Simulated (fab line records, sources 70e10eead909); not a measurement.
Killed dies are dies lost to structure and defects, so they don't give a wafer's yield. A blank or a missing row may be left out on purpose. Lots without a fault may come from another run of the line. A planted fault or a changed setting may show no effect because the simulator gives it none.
A struck lot beside a sound one | flow nand_harc | 43 steps out of a route of 1159
Sound: wafers L379.2, L379.4, L379.5. Struck: wafers L388.2, L388.3, L388.4. The cause comes at the end.
At each step with rows: each side's tool, then ch and its chambers, then its first start. Under that, the readings that differ: sound wafers | struck wafers | difference of the means | sigmas: that difference in standard deviations of wafers without a fault.
alike: readings whose means differ by less than 2 such deviations, and words and numbers that are the same on both sides. not compared: withheld readings, readings that some wafer has no value for, bounds like >300 that may hide the same value, and numbers for which the record gives no deviation and whose values overlap.
The two part at a step that has a row with sigmas, a row that says differs or no value, or rows on one side only. Numbers that don't overlap but have no deviation are shown without sigmas and don't part them. A reading that every wafer of one side lacks parts them only if that side has two wafers or more.

first, 1 step without rows for these wafers: NHARC_A_CONTACT_ETCH_121 (etches the open film in C4F8/O2/Ar, time 94 s, target depth 922 nm).
NHARC_A_CONTACT_ETCH_122: etches the open film in C4F8/O2/Ar, time 95 s, target depth 930 nm.
  sound on har_cap_etch-03 ch 1, day 17 03:44; struck on har_cap_etch-01 ch 0,1, day 19 23:54
  alike: chamber_pressure_mTorr
  not compared: rf_hours_counter_h
then, 1 step without rows for these wafers: NHARC_A_CONTACT_ETCH_123 (etches the open film in C4F8/O2/Ar, time 253 s, target depth 1090 nm).
NHARC_A_CONTACT_ETCH_90: etches the open film in CH3F/O2, target depth 40 nm, time 85.7 s.
  sound on rie_diel-02 ch 0,1, day 17 04:26; struck on rie_diel-02 ch 0,1,3, day 20 00:36
  alike: chamber_pressure_mTorr, drypump_motor_current_A, oes_product_au, rf_vpp_V, showerhead_plenum_p_Torr, throttle_valve_pct
  not compared: rf_hours_counter_h
then, 1 step without rows for these wafers: NHARC_A_CONTACT_ETCH_96 (etches the open film in C4F6/O2, target depth 20 nm, time 10 s).
NHARC_A_CONTACT_CD_MEAS_53:
  sound on cd_sem-01, day 17 04:38; struck on cd_sem-03, day 20 00:49
  alike: cd_nm
then, 3 steps without rows for these wafers: NHARC_A_CONTACT_STRIP_99 (strips in N2/H2); NHARC_A_CONTACT_STRIP_100 (strips in CF4/CHF3); NHARC_A_CONTACT_STRIP_101 (strips in O2/COS).
NHARC_A_CONTACT_ETCH_102: etches the open film in CF4/O2, target depth 70 nm, overetch 7 nm, time 38.5 s.
  sound on rie_diel-02 ch 1,3, day 17 05:08; struck on rie_diel-02 ch 0,2,3, day 20 01:17
  alike: chamber_pressure_mTorr, drypump_motor_current_A, oes_product_au, rf_vpp_V, showerhead_plenum_p_Torr, throttle_valve_pct
  not compared: rf_hours_counter_h
then, 2 steps without rows for these wafers: NHARC_A_CONTACT_STRIP_55 (strips in O2); NHARC_A_CONTACT_STRIP_56 (strips in post etch residue remover, time 600 s).
NHARC_A_CONTACT_DEP_57: deposits aC, target thk 2800 nm.
  sound on acl_dep-02 ch 0, day 17 06:05; struck on acl_dep-02 ch 0, day 20 05:41
  alike: susceptor_temp_C, throttle_valve_pct
then, 11 steps without rows for these wafers: NHARC_A_CONTACT_DEP_58 (deposits SiON, target thk 60 nm); NHARC_A_CONTACT_DEHYDRATE_59 (time 120 s); NHARC_A_CONTACT_HMDS_60 (time 30 s); NHARC_A_CONTACT_COAT_61 (time 75 s); NHARC_A_CONTACT_COAT_62 (time 65 s); NHARC_A_CONTACT_COAT_63 (resist thk 90 nm); NHARC_A_CONTACT_SOFTBAKE_64 (time 55 s); NHARC_A_CONTACT_EBR_65; NHARC_A_CONTACT_EXPOSE_66 (exposes mask A CC 2); NHARC_A_CONTACT_PEB_67 (peb time 65 s); NHARC_A_CONTACT_DEVELOP_68 (develop time 35 s).
NHARC_A_CONTACT_CD_MEAS_69: target cd 200 nm.
  sound on cd_sem-03 ch 0, day 17 08:10; struck on cd_sem-01 ch 0, day 20 07:44
  alike: cd_nm
NHARC_A_CONTACT_OVL_MEAS_70:
  sound on overlay-02, day 17 08:14; struck on overlay-02, day 20 07:49
  alike: overlay_x_nm, overlay_y_nm
NHARC_A_CONTACT_INSPECT_71:
  sound on defect_inspect-01, day 17 08:17; struck on defect_inspect-02, day 20 07:52
  alike: raw_defect_count
then, 3 steps without rows for these wafers: NHARC_A_CONTACT_DESCUM_74 (chemistry O2, time 3 s); NHARC_A_CONTACT_ETCH_75 (etches the open film in CF4, target depth 39 nm, time 65 s); NHARC_A_CONTACT_ETCH_76 (etches the open film in N2/H2, target depth 260 nm, time 475.3 s).
NHARC_A_CONTACT_ETCH_77: etches the open film in CF4/CHF3, target depth 72.6 nm, time 36.3 s.
  sound on rie_diel-08 ch 1,2,3; struck on rie_diel-04 ch 0,1,3
  alike: chamber_pressure_mTorr, drypump_motor_current_A, oes_product_au, rf_vpp_V, showerhead_plenum_p_Torr, throttle_valve_pct
  not compared: rf_hours_counter_h
then, 10 steps without rows for these wafers: NHARC_A_CONTACT_ETCH_78 (etches the open film in O2/COS, target depth 2800 nm, time 728 s); NHARC_A_CONTACT_ETCH_124 (etches the open film in C4F8/O2/Ar, time 140 s, target depth 700 nm); NHARC_A_CONTACT_ETCH_125 (etches the open film in C4F8/O2/Ar, time 155 s, target depth 956 nm); NHARC_A_CONTACT_ETCH_126 (etches the open film in C4F8/O2/Ar, time 155 s, target depth 956 nm); NHARC_A_CONTACT_ETCH_127 (etches the open film in C4F8/O2/Ar, time 155 s, target depth 956 nm); NHARC_A_CONTACT_ETCH_128 (etches the open film in C4F8/O2/Ar, time 155 s, target depth 956 nm); NHARC_A_CONTACT_ETCH_129 (etches the open film in C4F8/O2/Ar, time 155 s, target depth 956 nm); NHARC_A_CONTACT_ETCH_130 (etches the open film in C4F8/O2/Ar, time 155 s, target depth 956 nm); NHARC_A_CONTACT_ETCH_131 (etches the open film in C4F8/O2/Ar, time 155 s, target depth 956 nm); NHARC_A_CONTACT_ETCH_132 (etches the open film in C4F8/O2/Ar, time 156 s, target depth 958 nm).
NHARC_A_CONTACT_ETCH_133: etches the open film in C4F8/O2/Ar, time 195 s, target depth 840 nm.
  sound on har_cap_etch-01 ch 0,1, day 17 10:51; struck on har_cap_etch-03 ch 0,1, day 20 10:30
  alike: chamber_pressure_mTorr
  not compared: rf_hours_counter_h
-- the record jumps here: 3 days lie between the struck wafers' starts before and after (it left off in module A_CONTACT and takes up again in module END, whose first step shown is number 1159 of the route) --
NHARC_END_SORT_01:
  the record has rows for the struck wafers here (prober-02 ch 0, day 23 02:50) and none for the sound ones

WHERE THEY PART
Only at NHARC_END_SORT_01, within this record.

WHY: what the simulator had put in
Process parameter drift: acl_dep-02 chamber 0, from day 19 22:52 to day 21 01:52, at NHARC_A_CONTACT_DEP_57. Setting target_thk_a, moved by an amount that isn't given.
